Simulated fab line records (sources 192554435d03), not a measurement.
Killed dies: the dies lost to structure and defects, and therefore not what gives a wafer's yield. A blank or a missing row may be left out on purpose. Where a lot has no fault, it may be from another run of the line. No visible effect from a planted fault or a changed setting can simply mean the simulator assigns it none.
Shared-tool check    flow n5_finfet    9 lots, 27 wafers sampled

== WHY IT WAS OPENED ==
At N5_SD_ACTIVATION_RS_MEAS_03 the reading RS_SD_N is flagged on 2 of 9 lots. No-fault wafers: 21.9 ohm/sq, standard deviation 0.3.
Rule: a lot gets a flag if all its wafers with a number sit over 4 standard deviations from that mean, or if no wafer of it has a number. The rest of the lots are taken to be sound.

lot   measured     on             RS_SD_N (ohm/sq), wafer by wafer  flag
L644  day 3 10:36  film_metro-01  22.5 22.3 22.1                    
L645  day 3 16:04  film_metro-01  22.3 22.2 21.9                    
L647  day 4 07:16  film_metro-02  21.7 21.6 21.9                    
L648  day 4 10:19  film_metro-02  22.0 22.0 21.9                    
L658  day 6 21:54  film_metro-02  18.5 18.4 18.2                    FLAGGED
L660  day 7 15:47  film_metro-02  18.5 18.5 18.6                    FLAGGED
L661  day 7 18:31  film_metro-01  21.7 21.9 22.3                    
L665  day 8 15:41  film_metro-01  21.5 21.7 22.1                    
L667  day 9 03:52  film_metro-02  22.3 22.1 22.0                    
The mean of the flagged lots' numbers is 18.4 ohm/sq, -3.4 ohm/sq from the usual (-11 standard deviations).

== TOOL THAT RAN EACH LOT ==
The record holds 2 process steps before the reading, out of a route of 1938 steps. Every cell lists first the tool, next ch and the chambers used by the sampled wafers, and last the start.
lot   flag     N5_SD_EPI_N_VAPOR_ETCH_50       N5_SD_ACTIVATION_LSA_01
L644           epi_rpcvd-02 ch 0, day 3 01:46  laser_anneal-01 ch 0, day 3 10:24
L645           epi_rpcvd-04 ch 0, day 3 08:53  laser_anneal-02 ch 0, day 3 15:52
L647           epi_rpcvd-01 ch 0, day 3 23:35  laser_anneal-02 ch 0, day 4 07:05
L648           epi_rpcvd-02 ch 0, day 4 03:17  laser_anneal-01 ch 0, day 4 10:08
L658  FLAGGED  epi_rpcvd-01 ch 0, day 6 13:55  laser_anneal-01 ch 0, day 6 21:42
L660  FLAGGED  epi_rpcvd-01 ch 0, day 7 08:25  laser_anneal-01 ch 0, day 7 15:35
L661           epi_rpcvd-02 ch 0, day 7 08:37  laser_anneal-02 ch 0, day 7 18:19
L665           epi_rpcvd-02 ch 0, day 8 08:12  laser_anneal-02 ch 0, day 8 15:28
L667           epi_rpcvd-02 ch 0, day 8 20:44  laser_anneal-02 ch 0, day 9 03:40
These steps, and what they do:
- N5_SD_EPI_N_VAPOR_ETCH_50: etches Si in HCl, time 54 s.
- N5_SD_ACTIVATION_LSA_01: time 0.0008 s.
- N5_SD_ACTIVATION_RS_MEAS_03: measures by four-point-probe.

== FLAGGED AGAINST TOTAL, ONE TOOL AT A TIME (gauges that did the reading follow at the end) ==
step                         tool             lots run  flagged  share of the flagged lots  sound lots run after its first flagged lot
N5_SD_EPI_N_VAPOR_ETCH_50    epi_rpcvd-01     3         2        all                        0
N5_SD_EPI_N_VAPOR_ETCH_50    epi_rpcvd-02     5         0        none                       -
N5_SD_EPI_N_VAPOR_ETCH_50    epi_rpcvd-04     1         0        none                       -
N5_SD_ACTIVATION_LSA_01      laser_anneal-01  4         2        all                        0
N5_SD_ACTIVATION_LSA_01      laser_anneal-02  5         0        none                       -
N5_SD_ACTIVATION_RS_MEAS_03  film_metro-01    4         0        none                       -
N5_SD_ACTIVATION_RS_MEAS_03  film_metro-02    5         2        all                        1 (L667)

== WHAT THE TABLE PERMITS ==
Every flagged lot was run by 3 rows of the table: epi_rpcvd-01 at N5_SD_EPI_N_VAPOR_ETCH_50, laser_anneal-01 at N5_SD_ACTIVATION_LSA_01 and film_metro-02 at N5_SD_ACTIVATION_RS_MEAS_03.
- epi_rpcvd-01 at N5_SD_EPI_N_VAPOR_ETCH_50 ran 3 lots, 2 of them flagged. Last sound lot L647 at day 3 23:35, first flagged lot L658 at day 6 13:55; a fault beginning in between fits.
- laser_anneal-01 at N5_SD_ACTIVATION_LSA_01 ran 4 lots, 2 of them flagged. Last sound lot L648 at day 4 10:08, first flagged lot L658 at day 6 21:42; a fault beginning in between fits. Its own readings (wafer_temp_C_max) fall more than 4 standard deviations out on all wafers of the flagged lots.
- film_metro-02 at N5_SD_ACTIVATION_RS_MEAS_03 ran 5 lots, 2 of them flagged. Sound lots followed the first flagged one (L667) on it, something a lasting fault affecting the whole tool could not allow.
These 2 tools cannot be told apart by counting lots, since each of them fits a fault that started at some hour. More lots, or a look at what each step does to the wafer, might.

== WHAT HAD BEEN PUT IN BY THE SIMULATOR ==
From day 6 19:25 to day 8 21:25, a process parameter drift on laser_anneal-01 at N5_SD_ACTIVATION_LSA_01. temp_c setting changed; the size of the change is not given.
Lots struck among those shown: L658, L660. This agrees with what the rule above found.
